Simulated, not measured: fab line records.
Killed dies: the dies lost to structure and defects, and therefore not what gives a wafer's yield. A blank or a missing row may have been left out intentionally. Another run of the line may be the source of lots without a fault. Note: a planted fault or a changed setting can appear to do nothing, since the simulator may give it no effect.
fab line records ; flow n5Finfet
record lots=7; wafers=39
route steps=1938 shown FIN_SAQP@96 DUMMY_GATE@228 SD_EPI_P@314 HKMG_FIN@457 MOL_CONTACT_COAG@551 BEOL_M4@1111
startH: start of the lot's first displayed wafer, in hours after the record's first day ; waitH: hours since the lot's step before ; " same as the row above ; L1.1+2: a row that stands for several wafers ; - value missing, or start not given ; * or withheld: withheld ; < > ~ a bound
route shown NAME@n: a module of which the file shows steps, and the number in the route of the first ; usual: mean/standard deviation of fault-free wafers ; same: alike in all rows ; chamber/n: place in a boat ; sites: per-site readings ; _std_site: how widely they spread, as a standard deviation ; _edge_site: the outer-site mean with the inner-site mean subtracted ; radiusMm: for every site, how far away it sits from the centre of the wafer ; mask NAME#n: copy n ; behind: the last tool/chamber to shape the wafer ; hold: why the lot went on hold/how many hours it stayed there/how the hold came to an end ; device: names the non-switching transistor (n, p or np) ; end of line: the tests these same wafers got at the end of their route ; for a step that has no rows: nothing shown but its recipe ; killed: the dies lost at the first sort to structure and to defects; this is not the yield of the wafer ; map: shows each die of a wafer: x if killed, . if not, _ if none is there
set.NAME: the setting as run; set.NAME@STEP: as run at that earlier step ; model.NAME: the simulator's own value behind a step, which no gauge read
lots run with intentionally changed settings; tables by step, rows by wafer
## steps
# step N5_FIN_SAQP_HM_DEP_03
# recipe material=SiNx; targetThkA=380; tempC=400; precursor=SiH4/NH3/N2; pressureTorr=1.5; rfW=300; timeS=33.6
# step N5_FIN_SAQP_MANDREL_ETCH_58
# recipe chemistry=HBr/Cl2; target=a-Si; targetDepthA=450; btTimeS=10; stopOn=SiNx; maskMaterial=SiO2; overEtchFrac=0.8; timeS=27; pressureMtorr=10; icpW=800; biasW=75; HBr_flow_sccm=150; Cl2_flow_sccm=80; ends=endPoint
# step N5_DUMMY_GATE_EXPOSE_12
# recipe maskId=GATE; na=0.33; sourceShape=annular; sigmaInner=0.2; sigmaOuter=0.6; polarization=unpolarized; targetCdNm=25; doseMj=34
# step N5_DUMMY_GATE_ETCH_42
# recipe chemistry=CHF3/O2; target=SiO2; targetDepthA=35; timeS=31; ionEnergyEv=30; biasW=12; pressureMtorr=30; sourceW=600; Ar_flow_sccm=200; CHF3_flow_sccm=50; O2_flow_sccm=5
# step N5_SD_EPI_P_SD_RECESS_17
# recipe chemistry=HBr/Cl2/O2; targetDepthA=391; btTimeS=3; pressureMtorr=10; icpW=800; biasW=112; HBr_flow_sccm=150; Cl2_flow_sccm=80; O2_flow_sccm=12
# step N5_HKMG_FIN_ALD_72
# recipe material=W; targetThkA=20; tempC=300; pressureTorr=7.5; aldPrecursorFamily=WF6; aldCoReactant=B2H6; pulseTimeS=1; purgeTimeS=2; coReactantPurgeTimeS=2; coReactantPulseTimeS=3; aldCycles=7
# step N5_MOL_CONTACT_COAG_SPUTTER_130
# recipe material=Co; targetThkA=475; tempC=25; chamberPressurePa=0.5; powerW=3000
# step N5_BEOL_M4_RC_MEAS_101
# usual CJ_P=5.85/0.19; DIBL_P=37.0/2.4; IOFF_P=0.22/0.042; IOFF_P_85C=3.8/0.63
lot.wafer;tool;chamber;startH;waitH;set.timeS@FIN_SAQP_HM_DEP_03;set.biasW@FIN_SAQP_MANDREL_ETCH_58;set.doseMj@DUMMY_GATE_EXPOSE_12;set.biasW@DUMMY_GATE_ETCH_42;set.targetDepthA@SD_EPI_P_SD_RECESS_17;set.aldCycles@HKMG_FIN_ALD_72;set.targetThkA@MOL_CONTACT_COAG_SPUTTER_130;CJ_P;DIBL_P[mV/V];IOFF_P[nA/um];IOFF_P_85C[nA/um]
L076.1;prober-02;0;195.99;0.0;33.6;75;34;13.95;391;7;496.5;5.66;37.0;0.20;3.4
L076.2;prober-02;0;195.99;0.0;33.6;75;34;12;391;7;496.5;6.02;36.0;0.18;3.2
L076.3;prober-02;0;195.99;0.0;33.6;75;34;13.95;391;7;475;5.83;36.1;0.19;3.3
L076.4;prober-02;0;195.99;0.0;33.6;75;33.31;12;391;7;475;5.98;32.2;0.14;2.6
L076.5;prober-02;0;195.99;0.0;33.6;75;33.31;13.95;391;7;475;5.45;36.9;0.19;3.4
L076.6;prober-02;0;195.99;0.0;33.6;75;33.31;12;391;7;496.5;5.89;35.2;0.18;3.2
L079.1;prober-01;0;204.56;0.0;33.6;75;34;13.62;367.9;8;428.1;5.31;37.8;0.20;3.4
L079.2;prober-01;0;204.56;0.0;33.6;75;34;12;367.9;7;475;5.60;34.1;0.15;2.7
L079.3;prober-01;0;204.56;0.0;33.6;75;34;12;391;8;475;6.01;35.7;0.19;3.4
L079.4;prober-01;0;204.56;0.0;33.6;75;34;12;367.9;7;428.1;5.52;37.8;0.21;3.6
L079.5;prober-01;0;204.56;0.0;33.6;75;34;13.62;391;8;475;5.75;35.1;0.17;3.1
L079.6;prober-01;0;204.56;0.0;33.6;75;34;13.62;391;7;428.1;5.94;35.1;0.17;3.1
L078.1;prober-02;0;214.80;0.0;33.6;75;34;12;404.4;7;475;6.04;36.7;0.20;3.4
L078.2;prober-02;0;214.80;0.0;33.6;75;32.46;13.98;404.4;7;475;6.25;32.0;0.13;2.4
L078.3;prober-02;0;214.80;0.0;33.6;75;34;13.98;391;7;475;5.95;38.1;0.21;3.6
L078.4;prober-02;0;214.80;0.0;33.6;86.22;32.46;12;391;7;475;5.91;33.5;0.14;2.7
L078.5;prober-02;0;214.80;0.0;33.6;86.22;34;12;391;7;475;5.84;34.8;0.15;2.8
L078.6;prober-02;0;214.80;0.0;33.6;86.22;32.46;13.98;404.4;7;475;6.04;35.2;0.17;3.1
L080.2;prober-01;0;233.38;0.2;33.6;75;34;12;391;7;475;6.17;34.8;0.18;3.2
L080.5;prober-01;0;233.38;0.2;33.6;75;34;12;391;7;475;5.86;36.2;0.20;3.5
L080.6;prober-01;0;233.38;0.2;33.6;75;34;12;391;7;475;6.12;40.9;0.27;4.4
L090.1;prober-02;0;272.39;0.0;33.6;75;31.76;12;391;8;520.1;5.58;30.8;0.14;2.6
L090.2;prober-02;0;272.39;0.0;35.83;66.2;31.76;13.02;391;7;520.1;5.82;30.3;0.13;2.4
L090.3;prober-02;0;272.39;0.0;35.83;66.2;34;12;427.8;7;520.1;6.11;38.2;0.26;4.3
L090.4;prober-02;0;272.39;0.0;35.83;75;34;12;427.8;7;475;6.28;36.3;0.21;3.6
L090.5;prober-02;0;272.39;0.0;33.6;75;34;13.02;391;8;475;5.85;33.9;0.17;3.0
L090.6;prober-02;0;272.39;0.0;33.6;66.2;31.76;13.02;427.8;8;475;5.97;34.0;0.20;3.5
L094.1;prober-01;0;300.55;0.0;33.6;75;36.11;12;422.7;7;475;6.08;40.0;0.29;4.7
L094.2;prober-01;0;300.55;0.0;30.45;75;36.11;12;391;7;475;5.57;40.8;0.30;4.9
L094.3;prober-01;0;300.55;0.0;30.45;75;34;12;422.7;6;475;6.04;34.9;0.20;3.6
L094.4;prober-01;0;300.55;0.0;33.6;75;36.11;12;422.7;6;475;6.20;35.8;0.23;3.9
L094.5;prober-01;0;300.55;0.0;33.6;75;34;12;391;7;475;5.74;36.2;0.22;3.7
L094.6;prober-01;0;300.55;0.0;30.45;75;34;12;391;6;475;5.50;30.5;0.14;2.6
L097.1;prober-01;0;355.73;0.0;33.6;84.49;34;12;391;7;475;5.68;36.4;0.19;3.4
L097.2;prober-01;0;355.73;0.0;33.6;75;31.87;12;362.4;7;475;5.00;30.6;0.13;2.5
L097.3;prober-01;0;355.73;0.0;37.9;84.49;31.87;10.77;362.4;7;475;5.20;29.0;0.11;2.2
L097.4;prober-01;0;355.73;0.0;33.6;75;34;10.77;362.4;6;475;5.42;35.3;0.19;3.4
L097.5;prober-01;0;355.73;0.0;37.9;84.49;34;10.77;391;6;475;5.89;35.0;0.19;3.3
L097.6;prober-01;0;355.73;0.0;37.9;75;31.87;12;391;6;475;5.87;27.2;0.10;2.0
## key
split step=N5_FIN_SAQP_HM_DEP_03; setting=timeS; statedAs=33.6
response none clear
split step=N5_FIN_SAQP_MANDREL_ETCH_58; setting=biasW; statedAs=75
response none clear
split step=N5_DUMMY_GATE_EXPOSE_12; setting=doseMj; statedAs=34
response step=N5_BEOL_M4_RC_MEAS_101; reading=DIBL_P; slope=+0.814; per=1%; togetherWith=all; explained=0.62
response step=N5_BEOL_M4_RC_MEAS_101; reading=IOFF_P; slope=+0.0104; per=1%; togetherWith=all; explained=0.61
response step=N5_BEOL_M4_RC_MEAS_101; reading=IOFF_P_85C; slope=+0.152; per=1%; togetherWith=all; explained=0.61
split step=N5_DUMMY_GATE_ETCH_42; setting=biasW; statedAs=12
response none clear
split step=N5_SD_EPI_P_SD_RECESS_17; setting=targetDepthA; statedAs=391
response step=N5_BEOL_M4_RC_MEAS_101; reading=CJ_P; slope=+0.0532; per=1%; togetherWith=all; explained=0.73
split step=N5_HKMG_FIN_ALD_72; setting=aldCycles; statedAs=7
response none clear
split step=N5_MOL_CONTACT_COAG_SPUTTER_130; setting=targetThkA; statedAs=475
response none clear
